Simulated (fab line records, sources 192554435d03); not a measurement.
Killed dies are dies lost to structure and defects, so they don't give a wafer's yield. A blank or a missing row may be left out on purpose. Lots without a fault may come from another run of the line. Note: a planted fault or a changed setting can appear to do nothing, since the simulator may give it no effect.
Which of the tools did it? || flow n5Finfet || 21 wafers sampled from 7 lots at 1 step of a route of 1938

WHAT EACH GAUGE READ, for each wafer
N5_BEOL_M4_INSPECT_13: inspects for defects (brightfield).
{"lot": "L700", "measured": "day 8 20:28", "on": "defectInspect-01", "rawDefectCount": "266 370 318"}
{"lot": "L701", "measured": "day 9 02:19", "on": "defectInspect-01", "rawDefectCount": "342 371 335"}
{"lot": "L709", "measured": "day 11 04:22", "on": "defectInspect-02", "rawDefectCount": "530 497 394"}
{"lot": "L711", "measured": "day 11 16:41", "on": "defectInspect-02", "rawDefectCount": "603 367 474"}
{"lot": "L715", "measured": "day 12 02:37", "on": "defectInspect-01", "rawDefectCount": "340 320 267"}
{"lot": "L717", "measured": "day 12 23:11", "on": "defectInspect-01", "rawDefectCount": "384 626 447"}
{"lot": "L718", "measured": "day 13 04:03", "on": "defectInspect-02", "rawDefectCount": "297 379 239"}

WHICH TOOL RAN EACH LOT (tool, then ch and the chambers of the sampled wafers, then the start)
Record: no process step prior to these readings.

THE ANSWER, worked out from the rows above alone
Rule: the usual values come from the lots themselves. Put in order of their means at a reading, lots are off if they are a third of the lots or fewer, leave a main group of 4 or more, and stand apart from it by a gap of 3 or more times the standard deviation of the main group's means; of several such gaps the widest counts. The tables above print the reading to a certain number of digits; a main group whose means all agree to those digits is not used. Also off: a lot with no number at a reading for which 4 or more lots have one. Where the step has rows for the other lots, those lots are counted as sound.
None of the lots is off at any reading shown; this tells nothing.

WHAT THE SIMULATOR HAD PUT IN
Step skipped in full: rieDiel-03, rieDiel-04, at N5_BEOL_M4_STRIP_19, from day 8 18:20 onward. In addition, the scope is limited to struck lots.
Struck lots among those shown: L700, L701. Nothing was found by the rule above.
